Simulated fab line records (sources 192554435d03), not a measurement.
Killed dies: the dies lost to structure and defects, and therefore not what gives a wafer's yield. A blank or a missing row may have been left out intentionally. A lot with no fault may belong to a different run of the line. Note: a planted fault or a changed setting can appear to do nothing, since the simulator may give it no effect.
Code-filled problem report in 8D (eight disciplines) form / flow n5_finfet / the parts of the form that need people (team, actions taken, sign-off) are left out

== 1. PROBLEM STATEMENT ==
run_length_s at N5_BEOL_M9_CVD_78 reads a mean of 121.5 s on 2 wafers of 2 lots; wafers without a fault read 161.5 s with a standard deviation of 0.7. That is -57 standard deviations from the usual mean.
The step: deposits Co from CCTBA/H2, target thk 2 nm, time 138.9 s.
Seen first at day 13 08:17 on cvd_co-01, wafer L602.1. The record holds 35 wafers of 12 lots with a number at this step. By rule, "out" or "out of limits" means more than 4 standard deviations away from the usual mean. Any other wafer with a number is counted as sound.

== 2. WHAT IT IS, WHAT IT ISN'T ==
question=which readings at this step | is=run_length_s | is not=-
question=which lots | is=L602, L605 | is not=L591, L593, L594, L596, L597, L598, L599, L609, L612, L613
question=which wafers of those lots | is=L602.1, L605.6 | is not=L602.3, L602.5, L605.4
question=read on which tools | is=cvd_co-01 | is not=cvd_co-02
question=when | is=from day 13 08:17 | is not=up to then (23 sound wafers); but 10 sound wafers of L605, L609, L612, L613 came after

== 3. WHAT RULES OUT EACH SUSPECT ==
Counting: a tool at a process step up to the reading stays a suspect if it ran every lot that is out. Sound lots after the first of them don't rule it out here, since some wafers of a struck lot are sound.
- pvd_sputter-02 at N5_BEOL_M9_DEGAS_44 (time 60 s): kept. It processed each lot that is out (first: L602, day 13 07:46); up to then, its last sound lot is L596 (day 12 03:07).
- cvd_co-01 at N5_BEOL_M9_CVD_78 (deposits Co from CCTBA/H2, target thk 2 nm, time 138.9 s): kept. It processed each lot that is out (first: L602, day 13 08:17); up to then, its last sound lot is L597 (day 12 11:45). Out on those wafers are its own readings of run_length_s.
- In cvd_co-01 at N5_BEOL_M9_CVD_78, the wafers that are out were processed in chamber 1 and their sound lot-mates in chambers 0, 2.
Remaining after the count are pvd_sputter-02 at N5_BEOL_M9_DEGAS_44 and cvd_co-01 at N5_BEOL_M9_CVD_78.

== 4. THE CAUSE (what the simulator had put in) ==
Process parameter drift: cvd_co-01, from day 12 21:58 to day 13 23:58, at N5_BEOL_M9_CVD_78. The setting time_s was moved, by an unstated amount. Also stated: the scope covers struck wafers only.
Counting leaves 2 suspects; this tool is one of them.

== 5. THE CHAIN OF EFFECTS, in route order ==
One row per reading whose mean, taken over the struck wafers that have a number, lies over 3 standard deviations from the usual. Only readings whose record carries a usual standard deviation are examined. hours: median over the lots of the time between each lot's start at the first step of this table that gives one and its start at this step. sigmas: the change, counted in usual standard deviations.
hours=0; step=N5_BEOL_M9_CVD_78; reading=run_length_s; usual=161.5 s; on struck wafers=121.5; change=-40.0; sigmas=-57
The process steps in it:
- N5_BEOL_M9_CVD_78: deposits Co from CCTBA/H2, target thk 2 nm, time 138.9 s.
Later steps that measure or inspect, where all struck wafers having a row at the step show a number for every such reading and not one has moved that far: N5_BEOL_M9_RS_MEAS_57.

== 6. WHAT WOULD HAVE CAUGHT IT SOONER ==
The fault began at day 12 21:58; the first out-of-limits reading in this record came at day 13 08:17, 10 hours later.
